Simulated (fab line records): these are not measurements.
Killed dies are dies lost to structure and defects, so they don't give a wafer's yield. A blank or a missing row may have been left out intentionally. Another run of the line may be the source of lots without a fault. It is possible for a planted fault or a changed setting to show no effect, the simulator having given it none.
Which tool did it? || flow nand harc || 24 lots, 72 wafers sampled, at 2 steps of a route of 1302

== WHAT EACH GAUGE READ, for each wafer ==
NHARC_A_SOURCE_PLATE_THK_MEAS_06: measures by ellipsometry.
{"lot": "L074", "measured": "day 7 16:12", "on": "film metro-01", "thk nm (nm)": "199.0 199.6 200.6"}
{"lot": "L075", "measured": "day 8 04:13", "on": "film metro-02", "thk nm (nm)": "197.0 197.3 197.0"}
{"lot": "L076", "measured": "day 8 17:50", "on": "film metro-01", "thk nm (nm)": "198.0 199.7 200.4"}
{"lot": "L077", "measured": "day 8 17:50", "on": "film metro-02", "thk nm (nm)": "201.2 201.4 199.7"}
{"lot": "L079", "measured": "day 9 12:58", "on": "film metro-02", "thk nm (nm)": "198.9 199.1 199.0"}
{"lot": "L078", "measured": "day 9 12:58", "on": "film metro-01", "thk nm (nm)": "202.3 198.8 199.9"}
{"lot": "L080", "measured": "day 9 23:06", "on": "film metro-01", "thk nm (nm)": "198.4 200.4 197.8"}
{"lot": "L081", "measured": "day 10 10:53", "on": "film metro-02", "thk nm (nm)": "206.5 202.8 204.1"}
{"lot": "L082", "measured": "day 11 03:04", "on": "film metro-02", "thk nm (nm)": "202.6 201.7 199.5"}
{"lot": "L084", "measured": "day 11 19:33", "on": "film metro-01", "thk nm (nm)": "204.3 202.8 203.8"}
{"lot": "L083", "measured": "day 11 19:34", "on": "film metro-02", "thk nm (nm)": "201.5 202.4 204.0"}
{"lot": "L085", "measured": "day 12 01:51", "on": "film metro-01", "thk nm (nm)": "196.9 199.5 198.3"}
{"lot": "L086", "measured": "day 12 13:23", "on": "film metro-02", "thk nm (nm)": "205.1 200.0 203.3"}
{"lot": "L087", "measured": "day 12 23:34", "on": "film metro-02", "thk nm (nm)": "201.4 201.1 202.6"}
{"lot": "L088", "measured": "day 13 19:26", "on": "film metro-01", "thk nm (nm)": "201.7 203.9 202.0"}
{"lot": "L089", "measured": "day 13 22:54", "on": "film metro-02", "thk nm (nm)": "200.4 199.6 199.3"}
{"lot": "L090", "measured": "day 14 06:13", "on": "film metro-02", "thk nm (nm)": "200.1 199.6 202.3"}
{"lot": "L091", "measured": "day 14 15:17", "on": "film metro-02", "thk nm (nm)": "199.2 198.4 198.0"}
{"lot": "L092", "measured": "day 15 00:02", "on": "film metro-01", "thk nm (nm)": "205.2 202.2 202.1"}
{"lot": "L093", "measured": "day 15 19:30", "on": "film metro-01", "thk nm (nm)": "201.5 201.1 199.4"}
{"lot": "L094", "measured": "day 16 00:20", "on": "film metro-02", "thk nm (nm)": "202.2 201.4 199.0"}
{"lot": "L095", "measured": "day 16 15:35", "on": "film metro-01", "thk nm (nm)": "197.6 198.9 198.3"}
{"lot": "L096", "measured": "day 16 23:19", "on": "film metro-01", "thk nm (nm)": "199.1 196.8 197.4"}
{"lot": "L097", "measured": "day 17 05:39", "on": "film metro-02", "thk nm (nm)": "201.8 200.9 199.8"}

NHARC_A_ONON_D1_INSPECT_32.
{"lot": "L074", "measured": "day 8 06:01", "on": "defect inspect-02", "raw defect count": "80 44 48"}
{"lot": "L075", "measured": "day 8 17:44", "on": "defect inspect-02", "raw defect count": "69 90 28"}
{"lot": "L076", "measured": "day 9 09:58", "on": "defect inspect-02", "raw defect count": "78 47 79"}
{"lot": "L077", "measured": "day 9 10:07", "on": "defect inspect-01", "raw defect count": "78 84 48"}
{"lot": "L079", "measured": "day 10 02:20", "on": "defect inspect-01", "raw defect count": "32 37 29"}
{"lot": "L078", "measured": "day 10 02:20", "on": "defect inspect-02", "raw defect count": "53 64 38"}
{"lot": "L080", "measured": "day 10 13:07", "on": "defect inspect-01", "raw defect count": "72 88 85"}
{"lot": "L081", "measured": "day 11 01:01", "on": "defect inspect-01", "raw defect count": "38 52 66"}
{"lot": "L082", "measured": "day 11 16:38", "on": "defect inspect-02", "raw defect count": "46 36 49"}
{"lot": "L084", "measured": "day 12 10:18", "on": "defect inspect-01", "raw defect count": "86 87 65"}
{"lot": "L083", "measured": "day 12 10:14", "on": "defect inspect-02", "raw defect count": "79 65 139"}
{"lot": "L085", "measured": "day 12 17:56", "on": "defect inspect-02", "raw defect count": "137 86 96"}
{"lot": "L086", "measured": "day 13 02:52", "on": "defect inspect-02", "raw defect count": "90 148 107"}
{"lot": "L087", "measured": "day 13 13:07", "on": "defect inspect-02", "raw defect count": "35 86 70"}
{"lot": "L088", "measured": "day 14 09:27", "on": "defect inspect-01", "raw defect count": "60 46 42"}
{"lot": "L089", "measured": "day 14 09:43", "on": "defect inspect-01", "raw defect count": "63 83 105"}
{"lot": "L090", "measured": "day 14 20:02", "on": "defect inspect-02", "raw defect count": "48 68 43"}
{"lot": "L091", "measured": "day 15 04:50", "on": "defect inspect-02", "raw defect count": "54 46 68"}
{"lot": "L092", "measured": "day 15 16:22", "on": "defect inspect-01", "raw defect count": "79 84 50"}
{"lot": "L093", "measured": "day 16 10:44", "on": "defect inspect-02", "raw defect count": "66 66 95"}
{"lot": "L094", "measured": "day 16 10:45", "on": "defect inspect-02", "raw defect count": "86 62 37"}
{"lot": "L095", "measured": "day 17 05:04", "on": "defect inspect-01", "raw defect count": "73 46 90"}
{"lot": "L096", "measured": "day 17 12:50", "on": "defect inspect-02", "raw defect count": "80 63 71"}
{"lot": "L097", "measured": "day 17 19:28", "on": "defect inspect-01", "raw defect count": "65 45 28"}

== WHAT TOOL EACH LOT RAN ON (gives the tool, then ch and the chambers of the sampled wafers, and finally the start) ==
There is no process step in the record ahead of these readings.

== WHAT THE TOOLS THEMSELVES READ (means of the sampled wafers that have a number; where no wafer has one, the mark that the record gives instead) ==
The record holds no such reading with a usual standard deviation.

== THE ANSWER, worked out from the rows above alone ==
Rule: what is usual is taken from the lots themselves. Put in order of their means at a reading, lots are off if they are a third of the lots or fewer, leave a main group of 4 or more, and stand apart from it by a gap of 3 or more times the standard deviation of the main group's means; of several such gaps the widest counts. If all means in a main group match to the digits the tables above print for the reading, that group is not used. Also off: a lot with no number at a reading for which 4 or more lots have one. Any other lot the step has rows for is counted as sound. The gauges are gone through in route order, then the tools' own readings, and for those a lot's mean is taken as printed above. At the first step where some lot is off, the reading lying furthest off is the one used; lots without a number count as furthest.
No lot is off on any of the readings shown, so nothing can be concluded from this.

== WHAT HAD BEEN PUT IN BY THE SIMULATOR ==
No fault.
